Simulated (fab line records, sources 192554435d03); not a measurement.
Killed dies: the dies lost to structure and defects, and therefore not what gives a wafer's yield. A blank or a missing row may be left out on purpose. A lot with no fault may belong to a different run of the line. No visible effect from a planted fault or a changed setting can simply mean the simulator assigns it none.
fab line records ; flow n5-finfet
record: lots: 6; wafers: 18; last-day: 18
route steps=1938 shown PASSIVATION@1903
lots with no fault: from the same line, run without faults
start-h: hours from the record's first day to the start of the lot's first wafer shown ; wait-h: how many hours have passed since the lot's step before this one ; " repeats the value in the row above ; L1.1+2: several wafers, shown together as one row ; - either no value or no given start ; * or withheld: withheld ; < > ~ a bound
route shown NAME@n: NAME is a module with steps in the file, n the number in the route of the first one ; usual: mean/standard deviation taken from wafers without a fault ; same: alike in all rows ; chamber/n: place in a boat ; sites: each site's reading ; _std_site: the values' standard deviation ; _edge_site: inner sites' mean taken away from outer sites' mean ; radius-mm: for every site, how far away it sits from the centre of the wafer ; mask NAME#n: copy n ; behind: the tool/chamber that last shaped the wafer ; hold: what put the lot on hold/how long, in hours/how the hold closed ; device: whichever transistor did not switch (one of n, p or np) ; end of line: at the end of the route, the tests of the same wafers ; for a step that has no rows: nothing shown but its recipe ; killed: dies lost to structure and defects at the first sort, not the wafer's yield ; map: shows each die of a wafer: x if killed, . if not, _ if none is there
set.NAME: the run value of the setting; set.NAME@STEP: its run value at that earlier step ; model.NAME: the simulator's own value behind a step, which no gauge read
lots seen at some steps along the route; tables by step, rows by wafer
services: a tool's chamber out of use, with start hour (start-h, from the record's first day; less than 0 if before it), hours out, and reason
== steps ==
step: N5_PASSIVATION_DEVELOP_29
recipe: develop-time-s: 60; rinse-liquid: diw; dry: air-spin; dev-temp-c: 21
step: N5_PASSIVATION_HARDBAKE_31
recipe: temp-c: 130; time-s: 120
step: N5_PASSIVATION_CD_MEAS_30
recipe: target-cd-nm: 4000; landing-energy-ev: 500; detector: se-inlens; polarity: opening
usual: cd-nm: 4000/3
lot.wafer;tool;chamber;start-h;wait-h;cd-nm
L709.1;cd-sem-02;0;316.51;-;4001
L709.3;cd-sem-02;0;316.51;-;3999
L709.6;cd-sem-02;0;316.51;-;4002
L711.3;cd-sem-02;0;319.14;-;4003
L711.4;cd-sem-02;0;319.14;-;4001
L711.5;cd-sem-02;0;319.14;-;4004
L715.2;cd-sem-02;0;337.76;-;3994
L715.5;cd-sem-02;0;337.76;-;3998
L715.6;cd-sem-02;0;337.76;-;4000
L724.1;cd-sem-02;0;391.17;-;3999
L724.2;cd-sem-02;0;391.17;-;3998
L724.6;cd-sem-02;0;391.17;-;3998
L726.2;cd-sem-01;0;401.93;-;4005
L726.3;cd-sem-01;0;401.93;-;4004
L726.4;cd-sem-01;0;401.93;-;4004
L727.4;cd-sem-03;0;431.39;-;4002
L727.5;cd-sem-03;0;431.39;-;3999
L727.6;cd-sem-03;0;431.39;-;4002
step: N5_PASSIVATION_OVL_MEAS_63
recipe: points-per-wafer: 44
usual: PAD_OVL: -1/4.8
same: points-per-wafer: 44
lot.wafer;tool;chamber;start-h;wait-h;PAD_OVL[nm]
L709.1;overlay-02;0;316.54;0.0;-5
L709.3;overlay-02;0;316.54;0.0;-5
L709.6;overlay-02;0;316.54;0.0;2
L711.3;overlay-01;0;319.17;0.0;-5
L711.4;overlay-01;0;319.17;0.0;-4
L711.5;overlay-01;0;319.17;0.0;-6
L715.2;overlay-02;0;337.79;0.0;2
L715.5;overlay-02;0;337.79;0.0;0
L715.6;overlay-02;0;337.79;0.0;5
L724.1;overlay-01;0;391.20;0.0;-7
L724.2;overlay-01;0;391.20;0.0;-2
L724.6;overlay-01;0;391.20;0.0;-8
L726.2;overlay-02;0;401.96;0.0;-2
L726.3;overlay-02;0;401.96;0.0;6
L726.4;overlay-02;0;401.96;0.0;-7
L727.4;overlay-02;0;431.42;0.0;-6
L727.5;overlay-02;0;431.42;0.0;-7
L727.6;overlay-02;0;431.42;0.0;1
step: N5_PASSIVATION_INSPECT_64
recipe: mode: adi; inspect-instrument: macro
usual: raw-defect-count: 2/1.3
lot.wafer;tool;chamber;start-h;wait-h;raw-defect-count
L709.1;defect-inspect-02;-;316.57;0.0;4
L709.3;defect-inspect-02;-;316.57;0.0;3
L709.6;defect-inspect-02;-;316.57;0.0;3
L711.3;defect-inspect-02;-;319.19;0.0;0
L711.4;defect-inspect-02;-;319.19;0.0;1
L711.5;defect-inspect-02;-;319.19;0.0;1
L715.2;defect-inspect-02;-;337.82;0.0;1
L715.5;defect-inspect-02;-;337.82;0.0;4
L715.6;defect-inspect-02;-;337.82;0.0;1
L724.1;defect-inspect-02;-;391.23;0.0;2
L724.2;defect-inspect-02;-;391.23;0.0;4
L724.6;defect-inspect-02;-;391.23;0.0;3
L726.2;defect-inspect-01;-;401.98;0.0;5
L726.3;defect-inspect-01;-;401.98;0.0;3
L726.4;defect-inspect-01;-;401.98;0.0;2
L727.4;defect-inspect-02;-;431.44;0.0;3
L727.5;defect-inspect-02;-;431.44;0.0;3
L727.6;defect-inspect-02;-;431.44;0.0;1
step: N5_PASSIVATION_DESCUM_32
recipe: chemistry: O2; time-s: 7.9; source-power-w: 50; bias-power-w: 20; pressure-mtorr: 20; rf-frequency-hz: 2.712e+07; temp-c: 40; o2-flow-sccm: 225
usual: drypump-motor-current-A: 5.7/0.31; oes-product-au: 0.81/0.082; rf-vpp-V: 243.3/1.5; showerhead-plenum-p-Torr: 2.10/0.083; throttle-valve-pct: 20.46/0.14
lot.wafer;tool;chamber;start-h;wait-h;drypump-motor-current-A;oes-product-au;rf-hours-counter-h;rf-vpp-V;showerhead-plenum-p-Torr;throttle-valve-pct
L709.1;rie-diel-05;2;316.60;0.0;5.8;0.86;67;242.0;2.02;20.72
L709.3;rie-diel-05;0;316.60;0.0;5.8;0.72;227;244.1;2.04;20.28
L709.6;rie-diel-05;0;316.60;0.0;5.8;0.72;-;243.5;2.04;20.28
L711.3;rie-diel-01;2;319.22;0.0;6.2;0.88;68;241.9;2.10;20.35
L711.4;rie-diel-01;1;319.22;0.0;5.9;0.74;-;244.7;2.20;20.52
L711.5;rie-diel-01;3;319.22;0.0;5.1;0.86;-;244.9;2.21;20.21
L715.2;rie-diel-03;2;337.85;0.0;5.7;0.71;225;242.9;1.98;20.47
L715.5;rie-diel-03;1;337.85;0.0;5.4;0.93;-;245.4;2.22;20.43
L715.6;rie-diel-03;2;337.85;0.0;5.7;0.70;-;242.9;1.98;20.47
L724.1;rie-diel-03;3;391.34;0.1;5.6;0.75;140;243.0;2.09;20.40
L724.2;rie-diel-03;1;391.34;0.1;5.4;0.88;38;245.6;2.21;20.48
L724.6;rie-diel-03;3;391.34;0.1;5.6;0.75;-;243.9;2.09;20.42
L726.2;rie-diel-03;1;402.26;0.3;5.4;0.87;43;244.5;2.21;20.48
L726.3;rie-diel-03;0;402.26;0.3;5.5;0.97;11;244.8;2.14;20.55
L726.4;rie-diel-03;1;402.26;0.3;5.4;0.88;-;244.6;2.21;20.50
L727.4;rie-diel-05;3;431.47;0.0;5.3;0.80;102;241.0;2.00;20.67
L727.5;rie-diel-05;0;431.47;0.0;5.8;0.93;-;241.8;2.03;20.05
L727.6;rie-diel-05;3;431.47;0.0;5.3;0.80;-;242.8;2.00;20.66
step: N5_PASSIVATION_AL_ETCH_33
recipe: chemistry: Cl2/BCl3; target-depth-a: 28000; over-etch-frac: 0.15; Cl2_flow_sccm: 180; bcl3-flow-sccm: 60; target: Al; stop-on: TaN; time-s: 466.7; ion-energy-ev: 100; pressure-mtorr: 10; icp-w: 900; bias-w: 100
usual: drypump-motor-current-A: 5.7/0.56; oes-product-au: 0.73/0.083; throttle-valve-pct: 34.1/0.43
lot.wafer;tool;chamber;start-h;wait-h;drypump-motor-current-A;oes-product-au;rf-hours-counter-h;throttle-valve-pct
L709.1;rie-metal-03;0;316.69;0.1;4.7;0.62;75;34.3
L709.3;rie-metal-03;0;316.69;0.1;4.7;0.63;-;34.3
L709.6;rie-metal-03;0;316.69;0.1;4.7;0.64;-;34.2
L711.3;rie-metal-01;0;319.44;0.2;6.4;0.79;-;34.2
L711.4;rie-metal-01;1;319.44;0.2;5.9;0.70;-;34.7
L711.5;rie-metal-01;1;319.44;0.2;5.9;0.70;-;34.6
L715.2;rie-metal-01;0;337.94;0.1;6.4;0.79;12;34.2
L715.5;rie-metal-01;1;337.94;0.1;5.9;0.69;-;34.6
L715.6;rie-metal-01;0;337.94;0.1;6.4;0.79;-;34.2
L724.1;rie-metal-01;1;391.42;0.1;5.9;0.68;43;34.6
L724.2;rie-metal-01;0;391.42;0.1;6.4;0.76;18;34.2
L724.6;rie-metal-01;0;391.42;0.1;6.4;0.75;-;34.2
L726.2;rie-metal-03;0;402.36;0.1;4.7;0.61;84;34.3
L726.3;rie-metal-03;1;402.36;0.1;5.8;0.80;-;33.2
L726.4;rie-metal-03;0;402.36;0.1;4.7;0.61;-;34.3
L727.4;rie-metal-02;0;431.69;0.2;5.8;0.79;-;34.3
L727.5;rie-metal-02;0;431.69;0.2;5.7;0.80;-;34.3
L727.6;rie-metal-02;1;431.69;0.2;5.4;0.71;-;34.1
step: N5_PASSIVATION_ETCH_59
recipe: chemistry: Cl2/BCl3; target: TaN; target-depth-a: 650; time-s: 34.9; ion-energy-ev: 100; pressure-mtorr: 10; icp-w: 900; bias-w: 100; Cl2_flow_sccm: 60; bcl3-flow-sccm: 30
usual: drypump-motor-current-A: 5.6/0.56; oes-product-au: 0.82/0.089; throttle-valve-pct: 20.9/0.31
lot.wafer;tool;chamber;start-h;wait-h;drypump-motor-current-A;oes-product-au;rf-hours-counter-h;throttle-valve-pct
L709.1;rie-metal-03;0;317.49;0.7;4.7;0.72;76;21.0
L709.3;rie-metal-03;0;317.49;0.7;4.7;0.72;-;21.0
L709.6;rie-metal-03;0;317.49;0.7;4.7;0.72;-;21.0
L711.3;rie-metal-01;0;319.74;0.2;6.4;0.86;-;21.1
L711.4;rie-metal-01;1;319.74;0.2;5.9;0.80;-;21.2
L711.5;rie-metal-01;1;319.74;0.2;5.9;0.81;-;21.1
L715.2;rie-metal-01;0;338.34;0.3;6.4;0.84;13;21.1
L715.5;rie-metal-01;1;338.34;0.3;5.9;0.81;-;21.2
L715.6;rie-metal-01;0;338.34;0.3;6.4;0.84;-;21.1
L724.1;rie-metal-01;1;391.82;0.3;5.9;0.78;43;21.2
L724.2;rie-metal-01;0;391.82;0.3;6.4;0.81;19;21.1
L724.6;rie-metal-01;0;391.82;0.3;6.4;0.80;-;21.1
L726.2;rie-metal-03;0;402.76;0.3;4.7;0.70;84;21.0
L726.3;rie-metal-03;1;402.76;0.3;5.8;0.92;-;20.3
L726.4;rie-metal-03;0;402.76;0.3;4.7;0.70;-;21.0
L727.4;rie-metal-02;0;431.99;0.2;5.7;0.89;-;21.1
L727.5;rie-metal-02;0;431.99;0.2;5.7;0.89;-;21.1
L727.6;rie-metal-02;1;431.99;0.2;5.4;0.85;-;20.9
step: N5_PASSIVATION_STRIP_34
recipe: chemistry: O2; power-w: 600; temp-c: 60; pressure-mtorr: 30; rf-frequency-hz: 6e+07; bias-power-w: 0; overash-fraction: 2; o2-flow-sccm: 225
usual: drypump-motor-current-A: 5.7/0.34; oes-product-au: 0.80/0.077; rf-vpp-V: 3.8/1.3; showerhead-plenum-p-Torr: 2.11/0.082; throttle-valve-pct: 16.71/0.16
same: overash-fraction: 2
lot.wafer;tool;chamber;start-h;wait-h;drypump-motor-current-A;oes-product-au;rf-hours-counter-h;rf-vpp-V;showerhead-plenum-p-Torr;throttle-valve-pct
L709.1;rie-diel-03;0;317.71;0.2;5.5;0.66;240;2.9;2.15;17.16
L709.3;rie-diel-03;3;317.71;0.2;5.6;0.79;114;3.6;2.11;16.59
L709.6;rie-diel-03;2;317.71;0.2;5.7;0.69;-;3.9;1.99;16.71
L711.3;rie-diel-05;3;319.83;0.1;5.3;0.87;59;4.2;2.02;16.82
L711.4;rie-diel-05;2;319.83;0.1;5.9;0.86;-;4.3;2.03;16.92
L711.5;rie-diel-05;3;319.83;0.1;5.3;0.85;-;6.7;2.02;16.83
L715.2;rie-diel-03;1;338.45;0.1;5.4;0.90;17;5.1;2.22;16.63
L715.5;rie-diel-03;1;338.45;0.1;5.4;0.92;-;2.7;2.22;16.57
L715.6;rie-diel-03;3;338.45;0.1;5.6;0.77;-;7.0;2.10;16.59
L724.1;rie-diel-03;1;392.13;0.3;5.4;0.89;38;3.0;2.21;16.63
L724.2;rie-diel-03;2;392.13;0.3;5.8;0.67;249;3.3;1.98;16.80
L724.6;rie-diel-03;2;392.13;0.3;5.7;0.69;-;3.2;1.98;16.79
L726.2;rie-diel-01;1;402.93;0.1;5.9;0.72;188;5.4;2.20;16.81
L726.3;rie-diel-01;2;402.93;0.1;6.2;0.85;93;4.1;2.10;16.70
L726.4;rie-diel-01;3;402.93;0.1;5.1;0.82;70;3.9;2.21;16.45
L727.4;rie-diel-05;0;432.08;0.1;5.8;0.94;12;5.1;2.03;16.31
L727.5;rie-diel-05;2;432.08;0.1;5.8;0.79;-;8.2;2.01;16.97
L727.6;rie-diel-05;3;432.08;0.1;5.3;0.80;-;5.2;2.00;16.90
step: N5_PASSIVATION_STRIP_51
recipe: chemistry: post-etch-residue-remover; time-s: 1200; temp-c: 72.5
step: N5_PASSIVATION_CLEAN_69
recipe: chemistry: IPA; time-s: 180; temp-c: 25
step: N5_PASSIVATION_SRD_70
recipe: dry: ipa-marangoni; time-s: 30; temp-c: 23; rinse-liquid: diw
step: N5_PASSIVATION_PECVD_53
recipe: material: SiO2; target-thk-a: 8000; temp-c: 400; precursor: TEOS/O2; pressure-torr: 6.5; rf-w: withheld; teos-flow-sccm: withheld; gas: O2; flow-sccm: 2650; time-s: 169.4
usual: chamber-pressure-Torr: 6.501/0.013; susceptor-temp-C: 400.03/0.23
lot.wafer;tool;chamber;start-h;wait-h;chamber-pressure-Torr;susceptor-temp-C;model.SiO2_of_PASSIVATION_PECVD_53.thk-nm
L709.1;pecvd-01;2;318.21;0.0;6.512;400.12;798.2
L709.3;pecvd-01;2;318.21;0.0;6.516;400.13;803
L709.6;pecvd-01;2;318.21;0.0;6.509;400.00;808.6
L711.3;pecvd-01;2;320.38;0.1;6.485;411.72;739.2
L711.4;pecvd-01;1;320.38;0.1;6.489;399.93;811.4
L711.5;pecvd-01;2;320.38;0.1;6.474;411.43;736.4
L715.2;pecvd-01;2;339.14;0.2;6.525;411.47;742.8
L715.5;pecvd-01;0;339.14;0.2;6.517;400.15;810
L715.6;pecvd-01;2;339.14;0.2;6.518;411.46;744.2
L724.1;pecvd-04;0;392.63;0.0;6.507;400.02;797.6
L724.2;pecvd-04;1;392.63;0.0;6.493;399.81;785
L724.6;pecvd-04;0;392.63;0.0;6.493;400.24;802.8
L726.2;pecvd-04;2;403.43;0.0;6.522;399.75;787.2
L726.3;pecvd-04;1;403.43;0.0;6.516;399.59;777
L726.4;pecvd-04;2;403.43;0.0;6.511;400.19;798
L727.4;pecvd-04;2;432.63;0.1;6.491;399.84;811.8
L727.5;pecvd-04;1;432.63;0.1;6.494;399.99;806.6
L727.6;pecvd-04;0;432.63;0.1;6.516;399.83;804.4
step: N5_PASSIVATION_PECVD_35
recipe: material: SiNx; target-thk-a: 7000; temp-c: 400; precursor: SiH4/NH3/N2; pressure-torr: 4.9; rf-w: 1406; time-s: 151.3
usual: chamber-pressure-Torr: 4.901/0.011; heater-power-w: 369/80; showerhead-plenum-p-Torr: 8.68/0.071; susceptor-temp-C: 400.02/0.24; throttle-valve-pct: 28.6/1.8
lot.wafer;tool;chamber;start-h;wait-h;chamber-pressure-Torr;heater-power-w;showerhead-plenum-p-Torr;susceptor-temp-C;throttle-valve-pct
L709.1;pecvd-01;2;318.38;0.1;4.897;272;8.62;400.14;25.9
L709.3;pecvd-01;2;318.38;0.1;4.904;320;8.64;400.26;26.0
L709.6;pecvd-01;2;318.38;0.1;4.901;349;8.63;400.03;26.1
L711.3;pecvd-01;2;320.55;0.1;4.886;389;8.66;400.23;26.0
L711.4;pecvd-01;1;320.55;0.1;4.913;268;8.62;399.85;31.1
L711.5;pecvd-01;2;320.55;0.1;4.899;248;8.65;399.81;26.1
L715.2;pecvd-01;2;339.25;0.1;4.881;388;8.68;400.05;25.8
L715.5;pecvd-01;0;339.25;0.1;4.893;528;8.65;400.20;27.5
L715.6;pecvd-01;2;339.25;0.1;4.888;249;8.61;399.79;26.3
L724.1;pecvd-04;0;392.74;0.1;4.895;379;8.57;399.45;27.5
L724.2;pecvd-04;1;392.74;0.1;4.911;452;8.74;400.06;27.8
L724.6;pecvd-04;0;392.74;0.1;4.903;440;8.55;399.70;27.2
L726.2;pecvd-04;2;403.54;0.1;4.885;354;8.69;399.88;28.0
L726.3;pecvd-04;1;403.54;0.1;4.901;401;8.75;400.25;28.0
L726.4;pecvd-04;2;403.54;0.1;4.872;224;8.70;399.70;27.6
L727.4;pecvd-04;2;432.74;0.1;4.894;334;8.72;399.81;27.8
L727.5;pecvd-04;1;432.74;0.1;4.901;440;8.75;399.89;27.5
L727.6;pecvd-04;0;432.74;0.1;4.915;460;8.54;399.85;27.3
step: N5_PASSIVATION_PROBE_49
usual: defect-limited-yield: 90.5/1.7; killed_at_M0_to_M3: 37/12; killed_at_M4_up: 14/5.2; killed-at-contacts: 12/5.9; killed-at-front-end: 45/14; killed-at-other: 3.5/2.8; killed-dies: 112/21; killed-on-rim: 15/4.5; killed-open: 73/15; killed-short: 36/8.9; sort_bin_5_function: 5.6/1.2; sort_bin_6_memory: 3.5/0.68; sort-n-pass: 1068/21; sort-yield-pct: 90.5/1.8
same: gross-dies: 1180; killed-at-back-side: 0; sort_bin_4_leakage[%]: 0; sort_bin_8_speed[%]: 0
lot.wafer;tool;chamber;start-h;wait-h;defect-limited-yield[%];killed_at_M0_to_M3;killed_at_M4_up;killed-at-contacts;killed-at-front-end;killed-at-other;killed-dies;killed-on-rim;killed-open;killed-short;sort_bin_5_function[%];sort_bin_6_memory[%];sort-n-pass;sort-yield-pct[%]
L715.2;prober-01;-;343.05;0.1;88.1;54;3;17;59;8;141;16;91;48;7.7;3.7;1039;88.1
L715.5;prober-01;-;343.20;0.2;88.5;35;15;24;61;1;136;17;97;35;8.0;3.3;1044;88.5
L715.6;prober-01;-;343.25;0.3;89.1;45;11;13;59;1;129;14;84;43;6.3;4.2;1051;89.1
L726.2;prober-01;-;407.28;0.1;90.3;33;11;15;41;15;115;18;78;34;5.9;3.6;1065;90.3
L726.3;prober-01;-;407.33;0.1;88.4;26;31;3;64;13;137;25;82;49;6.5;4.2;1043;88.4
L726.4;prober-01;-;407.38;0.2;90.1;28;9;7;63;10;117;15;63;53;6.0;3.3;1063;90.1
killed by level:class
L715.2 BEOL_M0_SAQP:geometric-particle:short=17 DUMMY_GATE:geometric-particle:open=14 MOL_CONTACT_COAG:geometric-particle:open=13 BEOL_M0_SAQP:geometric-particle:open=10 BEOL_M1:geometric-particle:open=9 STI_FIN_REVEAL:geometric-particle:open=8 GATE_CUT:geometric-particle:open=8 FIN_SAQP:geometric-particle:open=7
L715.5 MOL_CONTACT_COAG:geometric-particle:open=21 STI_FIN_REVEAL:geometric-particle:open=20 BEOL_M2:geometric-particle:open=13 BEOL_M3:geometric-particle:open=8 FIN_SAQP:geometric-particle:open=7 BEOL_M0_SAQP:geometric-particle:open=7 STI_FIN_REVEAL:geometric-particle:short=6 DUMMY_GATE:geometric-particle:open=6
L715.6 FIN_SAQP:geometric-particle:open=15 STI_FIN_REVEAL:geometric-particle:open=14 BEOL_M0_SAQP:geometric-particle:short=12 MOL_CONTACT_COAG:geometric-particle:open=10 BEOL_M0_SAQP:geometric-particle:open=10 FIN_SAQP:geometric-particle:short=7 BEOL_M1:geometric-particle:open=7 BEOL_M3:geometric-particle:open=6
L726.2 FIN_SAQP:geometric-particle:short=14 MOL_CONTACT_COAG:geometric-particle:open=13 FIN_SAQP:geometric-particle:open=9 BEOL_M3:geometric-particle:open=8 MIM_TOP:geometric-particle:open=7 BEOL_M0_SAQP:geometric-particle:short=6 BEOL_M0_SAQP:geometric-particle:open=5 BEOL_M1:geometric-particle:open=5
L726.3 STI_FIN_REVEAL:geometric-particle:open=24 BEOL_M4:geometric-particle:open=10 FIN_SAQP:geometric-particle:short=7 BEOL_M5:geometric-particle:open=6 GATE_CUT:geometric-particle:short=5 BEOL_M0_SAQP:geometric-particle:open=5 BEOL_M1:geometric-particle:short=5 BEOL_M1:geometric-particle:open=5
L726.4 STI_FIN_REVEAL:geometric-particle:open=16 FIN_SAQP:geometric-particle:short=11 GATE_CUT:geometric-particle:short=8 FIN_SAQP:geometric-particle:open=6 GATE_CUT:geometric-particle:open=6 BEOL_M2:geometric-particle:open=6 MOL_CONTACT_COAG:geometric-particle:open=5 BEOL_M0:geometric-particle:short=5
== services ==
tool;chamber;start-h;hours;kind
rie-diel-03;0;293.22;10.1;repair
pecvd-04;-;309.26;0.5;repair
pecvd-01;0;312.00;16.5;scheduled-down
rie-diel-01;0;317.16;9.8;repair
rie-diel-05;1;317.84;8.7;repair
rie-diel-03;0;336.21;4.9;repair
rie-diel-03;0;347.94;-;clean
rie-diel-03;0;347.94;-;consumable-replace:focus-ring
rie-diel-03;0;347.94;17.2;scheduled-down
rie-diel-03;0;347.94;17.2;vent-cycle
rie-diel-01;-;349.21;14.6;pm
rie-metal-01;1;357.37;4.6;repair
rie-diel-03;3;359.58;7.1;repair
rie-diel-01;0;372.32;7.8;repair
pecvd-04;-;375.29;6.0;pm
rie-diel-03;0;390.45;5.0;repair
rie-diel-01;-;394.50;2.8;pm
rie-diel-03;2;395.78;-;clean
rie-diel-03;2;395.78;-;consumable-replace:focus-ring
rie-diel-03;2;395.78;-;consumable-replace:showerhead
rie-diel-03;2;395.78;25.1;scheduled-down
rie-diel-03;2;395.78;25.1;vent-cycle
rie-diel-03;-;396.96;2.8;pm
pecvd-01;-;430.48;4.9;repair
== key ==
first-sign: step: N5_PASSIVATION_PECVD_53; reading: susceptor-temp-C; direction: up; sigmas: 49; usual: *; struck: *
effect none on later readings
model-effect: step: N5_PASSIVATION_PECVD_53; value: SiO2_of_PASSIVATION_PECVD_53.thk-nm; without: 804.5; struck: 740.7
met-at N5_PASSIVATION_PECVD_53
struck-wafers L711.3,L711.5,L715.2,L715.6
onset-between 318.21 320.38
fault: kind: process-parameter-drift; tool: pecvd-01; chamber: 2; onset-h: 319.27; steps: N5_PASSIVATION_PECVD_53; channel: temp-c; offset: *; shape: step; end-h: 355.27; acts-in: *; stated: *
